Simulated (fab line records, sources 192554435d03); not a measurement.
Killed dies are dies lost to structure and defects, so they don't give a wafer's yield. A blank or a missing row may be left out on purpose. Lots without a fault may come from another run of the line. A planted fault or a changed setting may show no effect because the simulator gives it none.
fab line records | flow n5_finfet
record lots=7 wafers=21
route steps=1938 shown BEOL_M8@1377 BEOL_M9@1428 BEOL_M10@1488 BEOL_M11@1587 BEOL_M12@1649 BEOL_M13@1705 BEOL_M14@1762
start_h: hours from the record's first day to the start of the lot's first wafer shown | wait_h: hours since the lot's step before | " the same as in the row above | L1.1+2: a row that stands for several wafers | - no value, or no start given | * or withheld: withheld | < > ~ a bound
route shown NAME@n: a module of which the file shows steps, and the number in the route of the first | usual: mean/standard deviation of fault-free wafers | same: alike in all rows | chamber/n: place in a boat | sites: the reading at each site | _std_site: their standard deviation | _edge_site: outer sites' mean less inner sites' | radius_mm: how far each site lies from the wafer's centre | mask NAME#n: copy n | behind: the tool/chamber that last shaped the wafer | hold: why the lot was held/for how many hours/how that ended | device: the transistor (n, p or np) that didn't switch | end of line: the same wafers' tests at the end of the route | a step without rows: its recipe alone | killed: dies lost to structure and defects at the first sort, not the wafer's yield | map: a wafer's dies, x killed, . not, _ none there
set.NAME: the setting as run; set.NAME@STEP: as run at that earlier step | model.NAME: the simulator's own value behind a step, which no gauge read
lots whose settings were changed on purpose; a table a step, a row a wafer
## steps
# step N5_BEOL_M8_TRENCH_ETCH_37
# recipe chemistry=C4F6/O2 target_depth_a=934.78 target=SiCOH_lowk time_s=31.2 ion_energy_ev=250 pressure_mtorr=30 source_w=345 bias_w=185 Ar_flow_sccm=300 C4F6_flow_sccm=10 O2_flow_sccm=10
# columns lot.wafer tool chamber start_h wait_h set.time_s model.etch.depth_nm model.BEOL_M8.feature_depth_nm
L074.1 rie_diel-01 1 - - 31.2 92.41 92.4
L074.2 " 3 " " 31.2 93.4 93.4
L074.3 " 2 " " 31.2 91.5 91.6
L075.1 rie_diel-06 2 - - 31.2 95.17 95.2
L075.3 " 0 " " 36.82 110.8 110.8
L075.5 " 0 " " 31.2 94.75 94.8
L081.2 rie_diel-03 3 - - 28.46 84.33 84.4
L081.3 " 1 " " 28.46 87.08 87
L081.4 " 2 " " 31.2 93.28 93.2
L084.3 rie_diel-03 3 - - 31.2 92.87 92.8
L084.4 " 0 " " 31.2 93.03 93
L084.6 " 2 " " 31.2 92.61 92.6
L085.1 rie_diel-06 0 - - 31.2 92.99 93
L085.2 " 2 " " 31.2 94.54 94.6
L085.6 " 3 " " 35.95 109.4 109.4
L092.2 rie_diel-01 0 - - 31.2 96.77 96.8
L092.3 " 1 " " 31.2 92.58 92.6
L092.5 " 1 " " 31.2 92.52 92.6
L094.2 rie_diel-06 3 - - 31.2 95.15 95.2
L094.3 " 0 " " 31.2 93.45 93.4
L094.6 " 2 " " 31.2 96.17 96.2
# step N5_BEOL_M8_ETCH_41
# recipe chemistry=CH3F/O2 target=SiCN target_depth_a=319 taper_deg=2 time_s=57.8 ion_energy_ev=120 mask_material=TiN pressure_mtorr=30 source_w=395 bias_w=75 Ar_flow_sccm=150 CH3F_flow_sccm=30 O2_flow_sccm=20
# step N5_BEOL_M8_STRIP_80
# recipe chemistry=N2/H2 time_s=10 power_w=450 temp_c=40 pressure_mtorr=20 rf_frequency_hz=6e+07 bias_power_w=7 n2_flow_sccm=200 h2_flow_sccm=200
# step N5_BEOL_M8_OCD_MEAS_38
# usual trench_depth_nm=93.7/1.6
# columns lot.wafer tool chamber start_h wait_h set.time_s@BEOL_M8_TRENCH_ETCH_37 trench_depth_nm
L074.1 ocd-02 - 239.64 - 31.2 92.3
L074.2 " - " " 31.2 93.5
L074.3 " - " " 31.2 91.9
L075.1 ocd-02 - 243.37 - 31.2 94.8
L075.3 " - " " 36.82 110.9
L075.5 " - " " 31.2 95.2
L081.2 ocd-02 - 250.09 - 28.46 84.2
L081.3 " - " " 28.46 87.3
L081.4 " - " " 31.2 93.6
L084.3 ocd-02 - 289.54 - 31.2 92.5
L084.4 " - " " 31.2 93.3
L084.6 " - " " 31.2 93.0
L085.1 ocd-01 - 289.63 - 31.2 92.7
L085.2 " - " " 31.2 94.8
L085.6 " - " " 35.95 109.3
L092.2 ocd-02 - 335.72 - 31.2 96.2
L092.3 " - " " 31.2 92.6
L092.5 " - " " 31.2 92.3
L094.2 ocd-02 - 342.66 - 31.2 95.1
L094.3 " - " " 31.2 93.5
L094.6 " - " " 31.2 96.6
# step N5_BEOL_M8_HM_STRIP_39
# recipe chemistry=peroxide_tin_strip material=TiN target_depth_a=250 temp_c=50 time_s=158
# step N5_BEOL_M8_SRD_40
# recipe time_s=30 temp_c=23 rinse_liquid=diw dry=ipa_marangoni
# step N5_BEOL_M8_ECD_50
# recipe material=Cu target_thk_a=3000
# step N5_BEOL_M8_ANNEAL_51
# recipe temp_c=225 time_s=90 ambient=N2
# step N5_BEOL_M8_CMP_52
# recipe stop_on=SiCOH_lowk t_overpolish_s=6.9 down_force_psi=1 platen_rpm=50 clearing_platen_down_force_psi=1.5 clearing_platen_rpm=50 post_cmp_clean=cu_alkaline target_thk_nm=80 clearing_platen_pad_velocity_m_s=0.99484 pad_velocity_m_s=0.99484
# columns lot.wafer tool chamber start_h wait_h set.time_s@BEOL_M8_TRENCH_ETCH_37 model.Cu_of_BEOL_M8_ECD_50.thk_nm
L074.2 cmp-04 2 242.74 0.2 31.2 79.2
L074.1 " 3 " " 31.2 80.6
L074.3 " 1 " " 31.2 77.6
L075.1 cmp-03 2 247.04 0.3 31.2 81.8
L075.3 " 1 " " 36.82 96.2
L075.5 " 3 " " 31.2 80.6
L081.3 cmp-04 3 252.81 0.3 28.46 74
L081.4 " 1 " " 31.2 78
L081.2 " 2 " " 28.46 71
L084.3 cmp-04 1 293.36 0.2 31.2 78.4
L084.4 " 2 " " 31.2 80.2
L084.6 " 1 " " 31.2 79.2
L085.2 cmp-04 3 293.63 0.2 31.2 82.8
L085.1 " 0 " " 31.2 80
L085.6 " 2 " " 35.95 97.8
L092.2 cmp-04 0 339.21 0.2 31.2 84
L092.3 " 2 " " 31.2 80.2
L092.5 " 0 " " 31.2 79
L094.3 cmp-03 1 344.64 0.2 31.2 80.2
L094.2 " 0 " " 31.2 80.8
L094.6 " 2 " " 31.2 83.2
# step N5_BEOL_M8_THK_MEAS_53
# recipe thk_meas_gauge=xrf reads=Cu_of_BEOL_M8_ECD_50
# usual M8_THK=79.4/2
# columns lot.wafer tool chamber start_h wait_h set.time_s@BEOL_M8_TRENCH_ETCH_37 M8_THK[nm]
L074.1 film_metro-01 - 243.03 - 31.2 78.9
L074.2 " - " " 31.2 77.9
L074.3 " - " " 31.2 76.0
L075.1 film_metro-02 - 247.33 - 31.2 81.3
L075.3 " - " " 36.82 95.3
L075.5 " - " " 31.2 79.9
L081.2 film_metro-01 - 253.10 - 28.46 70.3
L081.3 " - " " 28.46 73.1
L081.4 " - " " 31.2 76.9
L084.3 film_metro-01 - 293.62 - 31.2 77.8
L084.4 " - " " 31.2 79.8
L084.6 " - " " 31.2 78.3
L085.1 film_metro-01 - 293.89 - 31.2 79.5
L085.2 " - " " 31.2 81.9
L085.6 " - " " 35.95 97.1
L092.2 film_metro-02 - 339.46 - 31.2 83.5
L092.3 " - " " 31.2 79.6
L092.5 " - " " 31.2 78.7
L094.2 film_metro-02 - 344.94 - 31.2 80.6
L094.3 " - " " 31.2 80.2
L094.6 " - " " 31.2 82.7
# step N5_BEOL_M8_PRE_CLEAN_55
# recipe gas=NH3 time_s=15 temp_c=withheld rf_power_w=300
# step N5_BEOL_M8_DEP_56
# recipe material=SiCN target_thk_a=100 temp_c=withheld precursor=3MS/NH3 pressure_torr=3 rf_w=202 time_s=17.5
# step N5_BEOL_M8_RS_MEAS_57
# recipe thk_meas_gauge=four-point-probe reads=Cu_of_BEOL_M8_ECD_50+Co_of_BEOL_M8_CVD_78+TaN_of_BEOL_M8_ALD_77
# usual M8_RS=0.286/0.0081
# columns lot.wafer tool chamber start_h wait_h set.time_s@BEOL_M8_TRENCH_ETCH_37 M8_RS[ohm/sq]
L074.1 film_metro-01 - 243.17 0.1 31.2 0.282
L074.2 " - " " 31.2 0.288
L074.3 " - " " 31.2 0.296
L075.1 film_metro-02 - 247.46 0.1 31.2 0.279
L075.3 " - " " 36.82 0.231
L075.5 " - " " 31.2 0.284
L081.2 film_metro-02 - 253.25 0.1 28.46 0.329
L081.3 " - " " 28.46 0.314
L081.4 " - " " 31.2 0.296
L084.3 film_metro-01 - 293.75 0.1 31.2 0.292
L084.4 " - " " 31.2 0.284
L084.6 " - " " 31.2 0.288
L085.1 film_metro-02 - 294.02 0.1 31.2 0.285
L085.2 " - " " 31.2 0.275
L085.6 " - " " 35.95 0.227
L092.2 film_metro-02 - 339.59 0.1 31.2 0.270
L092.3 " - " " 31.2 0.285
L092.5 " - " " 31.2 0.290
L094.2 film_metro-02 - 345.07 0.1 31.2 0.283
L094.3 " - " " 31.2 0.284
L094.6 " - " " 31.2 0.273
# step N5_BEOL_M9_COAT_22
# recipe resist=CAR-EUV spin_rpm=1500 resist_thk_nm=30
# columns lot.wafer tool chamber start_h wait_h set.spin_rpm model.CAR-EUV_of_BEOL_M9_COAT_22.thk_nm
L074.1+2 litho_track-01 0 - - 1500 30.2
L074.3 " 0 " " 1500 30
L075.1+3 litho_track-01 0 - - 1427 31
L075.5 " 0 " " 1500 30.2
L081.2 litho_track-01 0 - - 1413 30.8
L081.3+4 " 0 " " 1500 30
L084.3+4 litho_track-02 0 - - 1390 31.2
L084.6 " 0 " " 1500 30
L085.1+6 litho_track-01 0 - - 1585 29.2
L085.2 " 0 " " 1500 30
L092.2+3+5 litho_track-01 0 - - 1553 29.4
L094.2+6 litho_track-02 0 - - 1635 28.8
L094.3 " 0 " " 1500 30.2
# step N5_BEOL_M9_EBR_24
# recipe solvent=PGMEA ebr_width_mm=1.5
# step N5_BEOL_M9_SOFTBAKE_23
# recipe temp_c=110 time_s=60 resist=CAR-EUV
# step N5_BEOL_M9_EXPOSE_25
# recipe mask_id=V8 na=0.33 source_shape=annular sigma_inner=0.4 sigma_outer=0.8 polarization=unpolarized dose_mj=37.25
# step N5_BEOL_M9_PEB_26
# recipe peb_temp_c=100 peb_time_s=60 resist=CAR-EUV
# step N5_BEOL_M9_DEVELOP_27
# recipe develop_time_s=30 developer=TMAH resist=CAR-EUV rinse_liquid=surfactant_rinse dry=air_spin dev_temp_c=23
# columns lot.wafer tool chamber start_h wait_h set.spin_rpm@BEOL_M9_COAT_22 model.CAR-EUV_of_BEOL_M9_COAT_22.thk_nm
L074.1+2 litho_track-02 0 - - 1500 29.8
L074.3 " 0 " " 1500 29.6
L075.1 litho_track-01 0 - - 1427 30.4
L075.3 " 0 " " 1427 30.6
L075.5 " 0 " " 1500 29.6
L081.2 litho_track-04 0 - - 1413 30.4
L081.3+4 " 0 " " 1500 29.6
L084.3+4 litho_track-01 0 - - 1390 30.8
L084.6 " 0 " " 1500 29.6
L085.1+6 litho_track-02 0 - - 1585 28.8
L085.2 " 0 " " 1500 29.6
L092.2+3+5 litho_track-01 0 - - 1553 29
L094.2+6 litho_track-04 0 - - 1635 28.4
L094.3 " 0 " " 1500 29.8
# step N5_BEOL_M9_ETCH_66
# recipe chemistry=N2/H2 target=SOC target_depth_a=800 overetch_a=160 mask_material=SiARC temp_c=40 time_s=120 ion_energy_ev=200 pressure_mtorr=30 source_w=840 bias_w=150 n2_flow_sccm=200 h2_flow_sccm=200
# usual rf_vpp_V=523.8/2.4
# columns lot.wafer tool chamber start_h wait_h set.bias_w rf_vpp_V
L074.1 rie_diel-04 0 246.89 0.0 150 522.6
L074.2 " 1 " " 150 523.6
L074.3 " 3 " " 150 520.7
L075.1 rie_diel-05 3 252.33 0.0 150 527.8
L075.3 " 2 " " 150 523.9
L075.5 " 0 " " 150 522.0
L081.2 rie_diel-02 3 260.14 0.0 150 522.1
L081.3 " 1 " " 150 525.1
L081.4 " 0 " " 150 519.2
L084.3 rie_diel-02 1 298.72 0.0 164.8 556.4
L084.4 " 2 " " 150 523.6
L084.6 " 2 " " 164.8 555.8
L085.1 rie_diel-02 0 299.39 0.0 150 519.9
L085.2 " 3 " " 150 522.6
L085.6 " 0 " " 140.4 499.7
L092.2 rie_diel-02 0 342.43 0.0 150 520.6
L092.3 " 2 " " 150 524.0
L092.5 " 3 " " 125.4 464.8
L094.2 rie_diel-04 0 349.49 0.0 150 522.1
L094.3 " 2 " " 150 523.2
L094.6 " 3 " " 150 529.0
# step N5_BEOL_M10_ETCH_62
# recipe chemistry=N2/H2 target=SOC target_depth_a=1100 overetch_a=220 mask_material=SiARC temp_c=40 time_s=165 ion_energy_ev=200 pressure_mtorr=30 source_w=840 bias_w=150 n2_flow_sccm=200 h2_flow_sccm=200
# columns lot.wafer tool chamber start_h wait_h set.time_s model.SiARC_of_BEOL_M10_COAT_60.thk_nm
L074.1+2 rie_diel-06 1,2 254.13 0.0 165 23.2
L074.3 " 0 " " 165 23.6
L075.1 rie_diel-06 2 259.48 0.0 165 23
L075.3 " 0 " " 165 23.6
L075.5 " 0 " " 194.9 22.2
L081.2+3 rie_diel-06 3,0 268.33 0.0 197.5 22.4
L081.4 " 1 " " 165 23.4
L084.3 rie_diel-01 2 305.00 0.0 129.1 25.4
L084.4 " 1 " " 165 23.8
L084.6 " 1 " " 129.1 25.2
L085.1 rie_diel-03 0 305.11 0.0 184.5 22.6
L085.2 " 3 " " 165 24
L085.6 " 2 " " 165 23.4
L092.2+3 rie_diel-06 0,3 348.23 0.0 165 23.6
L092.5 " 0 " " 200.8 22.2
L094.2 rie_diel-06 0 356.30 0.0 165 23.4
L094.3 " 2 " " 152.8 23.6
L094.6 " 0 " " 152.8 24
# step N5_BEOL_M10_STRIP_68
# recipe chemistry=N2/H2 temp_c=40 n2_flow_sccm=200 h2_flow_sccm=200 rf_frequency_hz=6e+07
# step N5_BEOL_M10_STRIP_67
# recipe chemistry=CF4 resist=SiARC power_w=300 bias_power_w=75 pressure_mtorr=50 cf4_flow_sccm=150 rf_frequency_hz=6e+07
# step N5_BEOL_M10_HM_OPEN_17
# recipe chemistry=Cl2/BCl3 target_depth_a=200 overetch_a=60 target=TiN mask_material=SOC ion_energy_ev=150 pressure_mtorr=10 icp_w=1000 bias_w=126 Cl2_flow_sccm=53.25 bcl3_flow_sccm=21.75 Ar_flow_sccm=25
# columns lot.wafer tool chamber start_h wait_h set.time_s@BEOL_M10_ETCH_62 model.etch.depth_nm
L074.1 rie_metal-02 0 254.31 0.0 165 20.13
L074.2 " 1 " " 165 20
L074.3 " 1 " " 165 19.95
L075.1 rie_metal-02 0 259.66 0.0 165 20.13
L075.3 " 1 " " 165 20.2
L075.5 " 0 " " 194.9 17.37
L081.2 rie_metal-03 0 268.52 0.0 197.5 16.72
L081.3 " 0 " " 197.5 17.02
L081.4 " 1 " " 165 19.96
L084.3 rie_metal-01 0 305.21 0.1 129.1 20.04
L084.4 " 1 " " 165 19.99
L084.6 " 1 " " 129.1 19.92
L085.1 rie_metal-02 0 305.30 0.0 184.5 18.34
L085.2 " 1 " " 165 19.99
L085.6 " 1 " " 165 20.12
L092.2 rie_metal-03 1 348.42 0.0 165 19.63
L092.3 " 0 " " 165 19.99
L092.5 " 0 " " 200.8 16.49
L094.2 rie_metal-02 0 356.48 0.0 165 20
L094.3 " 0 " " 152.8 19.94
L094.6 " 1 " " 152.8 20
# step N5_BEOL_M11_CURE_72
# recipe temp_c=370 time_s=120 ambient=DMADMS/He material=SiCOH_lowk
# usual lamp_power_pct=52.31/0.053
# columns lot.wafer tool chamber start_h wait_h set.time_s lamp_power_pct
L074.1 uv_cure-02 0 267.93 0.4 120 52.28
L074.2 " 0 " " 120 52.31
L074.3 " 0 " " 120 52.38
L075.1 uv_cure-02 0 269.95 0.1 120 52.32
L075.3 " 0 " " 120 52.34
L075.5 " 0 " " 120 52.31
L081.2 uv_cure-02 2 279.69 0.1 120 52.33
L081.3 " 2 " " 113.2 52.27
L081.4 " 2 " " 120 52.21
L084.3 uv_cure-02 2 316.08 0.1 120 52.28
L084.4 " 2 " " 120 52.33
L084.6 " 2 " " 146 51.25
L085.1 uv_cure-03 2 317.69 0.0 140.5 51.51
L085.2 " 2 " " 120 52.37
L085.6 " 2 " " 120 52.30
L092.2 uv_cure-02 1 360.20 0.1 120 52.28
L092.3 " 1 " " 111.7 52.29
L092.5 " 1 " " 120 52.32
L094.2 uv_cure-02 0 365.93 0.1 120 52.35
L094.3 " 0 " " 112.5 52.27
L094.6 " 0 " " 120 52.24
# step N5_BEOL_M12_SPUTTER_44
# recipe material=Ta target_thk_a=100 temp_c=50 bias_v=80 power_w=15000 chamber_pressure_pa=0.07 time_s=16.13
# columns lot.wafer tool chamber start_h wait_h set.time_s model.Ta_of_BEOL_M12_SPUTTER_44.thk_nm
L074.1 pvd_sputter-03 - 275.82 0.0 16.13 9.8
L074.2+3 " - " " 16.13 9.6
L075.1+3 pvd_sputter-01 - 276.71 0.0 16.13 9.8
L075.5 " - " " 16.98 10.2
L081.2 pvd_sputter-01 - 292.81 0.0 17.81 10.8
L081.3 " - " " 17.81 11
L081.4 " - " " 16.13 10
L084.3+4+6 pvd_sputter-02 - 323.85 0.0 16.13 10
L085.1+6 pvd_sputter-03 - 326.48 0.0 16.13 10
L085.2 " - " " 13.92 8.4
L092.2+3 pvd_sputter-02 - 370.78 0.0 16.13 9.8
L092.5 " - " " 13.88 8.4
L094.2+3 pvd_sputter-03 - 371.25 0.0 16.13 9.6
L094.6 " - " " 16.13 9.8
# step N5_BEOL_M13_SPUTTER_43
# recipe material=TaN target_thk_a=150 temp_c=50 bias_v=168.6 power_w=15000 chamber_pressure_pa=0.12 time_s=24.19
# columns lot.wafer tool chamber start_h wait_h set.time_s model.TaN_of_BEOL_M13_SPUTTER_43.thk_nm
L074.1 pvd_sputter-02 - 282.05 0.0 24.19 14.8
L074.2+3 " - " " 24.19 15
L075.1 pvd_sputter-01 - 282.65 0.0 21.73 13.6
L075.3+5 " - " " 24.19 15
L081.2 pvd_sputter-02 - 300.25 0.0 21.19 13.4
L081.3 " - " " 24.19 15
L081.4 " - " " 21.19 13.6
L084.3 pvd_sputter-02 - 329.32 0.0 25.63 16.4
L084.4+6 " - " " 24.19 15.4
L085.1+2+6 pvd_sputter-01 - 339.84 0.0 26.19 16.2
L092.2+5 pvd_sputter-02 - 378.72 0.0 24.19 15.2
L092.3 " - " " 26.39 16.4
L094.2 pvd_sputter-03 - 379.06 0.0 24.19 14.8
L094.3+6 " - " " 22.67 14
# step N5_BEOL_M13_DEP_53
# recipe material=SiCN target_thk_a=500 temp_c=withheld precursor=3MS/NH3 pressure_torr=3 rf_w=675 time_s=17.8
# columns lot.wafer tool chamber start_h wait_h set.time_s model.SiCN_of_BEOL_M13_DEP_53.thk_nm
L074.1 pecvd-02 1 283.14 0.0 17.8 50.2
L074.2 " 0 " " 17.8 50
L074.3 " 2 " " 17.8 50.6
L075.1 pecvd-01 2 284.48 0.0 20.03 55.8
L075.3 " 0 " " 17.8 50.8
L075.5 " 1 " " 20.03 57.6
L081.2 pecvd-03 1 301.60 0.0 20.45 57.8
L081.3 " 2 " " 17.8 49.4
L081.4 " 0 " " 20.45 56.8
L084.3 pecvd-01 1 330.41 0.0 15.44 43.2
L084.4 " 0 " " 17.8 50.6
L084.6 " 1 " " 15.44 44
L085.1 pecvd-02 1 341.25 0.0 17.8 51.2
L085.2 " 2 " " 17.8 50.2
L085.6 " 1 " " 17.8 50.8
L092.2 pecvd-02 1 379.83 0.0 17.8 50.8
L092.3 " 0 " " 17.8 50.6
L092.5 " 2 " " 16.89 48.6
L094.2 pecvd-03 2 380.36 0.0 17.8 49.2
L094.3 " 0 " " 20.25 56.6
L094.6 " 2 " " 20.25 57.2
# step N5_BEOL_M14_SPUTTER_43
# recipe material=TaN target_thk_a=150 temp_c=50 bias_v=168.6 power_w=15000 chamber_pressure_pa=0.12 time_s=24.19
# columns lot.wafer tool chamber start_h wait_h set.power_w model.TaN_of_BEOL_M14_SPUTTER_43.thk_nm
L074.1 pvd_sputter-01 - 289.41 0.0 15000 15
L074.2+3 " - " " 15000 14.8
L075.1 pvd_sputter-01 - 293.17 0.0 13630 13.6
L075.3 " - " " 15000 14.8
L075.5 " - " " 13630 13.4
L081.2+3+4 pvd_sputter-03 - 311.75 0.0 15000 14.8
L084.3+6 pvd_sputter-02 - 335.07 0.0 15000 15
L084.4 " - " " 16130 16.2
L085.1+2+6 pvd_sputter-01 - 344.62 0.0 15000 14.8
L092.2 pvd_sputter-02 - 383.41 0.0 16660 16.6
L092.3 " - " " 16660 16.8
L092.5 " - " " 16660 16.4
L094.2+3+6 pvd_sputter-03 - 383.82 0.0 16550 16.8
## key
split step=N5_BEOL_M8_TRENCH_ETCH_37 setting=time_s stated=31.2 by=wafer
response step=N5_BEOL_M8_TRENCH_ETCH_37 reading=model.etch.depth_nm change=+0.932 per=1% r=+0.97
response step=N5_BEOL_M8_TRENCH_ETCH_37 reading=model.BEOL_M8.feature_depth_nm change=+0.928 per=1% r=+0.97
response step=N5_BEOL_M8_OCD_MEAS_38 reading=trench_depth_nm change=+0.934 per=1% r=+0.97
response step=N5_BEOL_M8_CMP_52 reading=model.Cu_of_BEOL_M8_ECD_50.thk_nm change=+0.897 per=1% r=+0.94
response step=N5_BEOL_M8_THK_MEAS_53 reading=M8_THK change=+0.884 per=1% r=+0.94
response step=N5_BEOL_M8_RS_MEAS_57 reading=M8_RS change=-0.00305 per=1% r=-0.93
split step=N5_BEOL_M9_COAT_22 setting=spin_rpm stated=1500 by=wafer
response step=N5_BEOL_M9_COAT_22 reading=model.CAR-EUV_of_BEOL_M9_COAT_22.thk_nm change=-0.154 per=1% r=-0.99
response step=N5_BEOL_M9_DEVELOP_27 reading=model.CAR-EUV_of_BEOL_M9_COAT_22.thk_nm change=-0.156 per=1% r=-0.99
split step=N5_BEOL_M9_ETCH_66 setting=bias_w stated=150 by=wafer
response step=N5_BEOL_M9_ETCH_66 reading=rf_vpp_V change=+3.44 per=1% r=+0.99
split step=N5_BEOL_M10_ETCH_62 setting=time_s stated=165 by=wafer
response step=N5_BEOL_M10_ETCH_62 reading=model.SiARC_of_BEOL_M10_COAT_60.thk_nm change=-0.0639 per=1% r=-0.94
response step=N5_BEOL_M10_HM_OPEN_17 reading=model.etch.depth_nm shape=bent at_lowest=19.98 at_stated=20.01 at_highest=16.49
split step=N5_BEOL_M11_CURE_72 setting=time_s stated=120 by=wafer
response step=N5_BEOL_M11_CURE_72 reading=lamp_power_pct change=* per=1% r=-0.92
split step=N5_BEOL_M12_SPUTTER_44 setting=time_s stated=16.13 by=wafer
response step=N5_BEOL_M12_SPUTTER_44 reading=model.Ta_of_BEOL_M12_SPUTTER_44.thk_nm change=+0.102 per=1% r=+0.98
split step=N5_BEOL_M13_SPUTTER_43 setting=time_s stated=24.19 by=wafer
response step=N5_BEOL_M13_SPUTTER_43 reading=model.TaN_of_BEOL_M13_SPUTTER_43.thk_nm change=+0.132 per=1% r=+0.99
split step=N5_BEOL_M13_DEP_53 setting=time_s stated=17.8 by=wafer
response step=N5_BEOL_M13_DEP_53 reading=model.SiCN_of_BEOL_M13_DEP_53.thk_nm change=+0.521 per=1% r=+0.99
split step=N5_BEOL_M14_SPUTTER_43 setting=power_w stated=15000 by=wafer
response step=N5_BEOL_M14_SPUTTER_43 reading=model.TaN_of_BEOL_M14_SPUTTER_43.thk_nm change=+0.149 per=1% r=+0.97
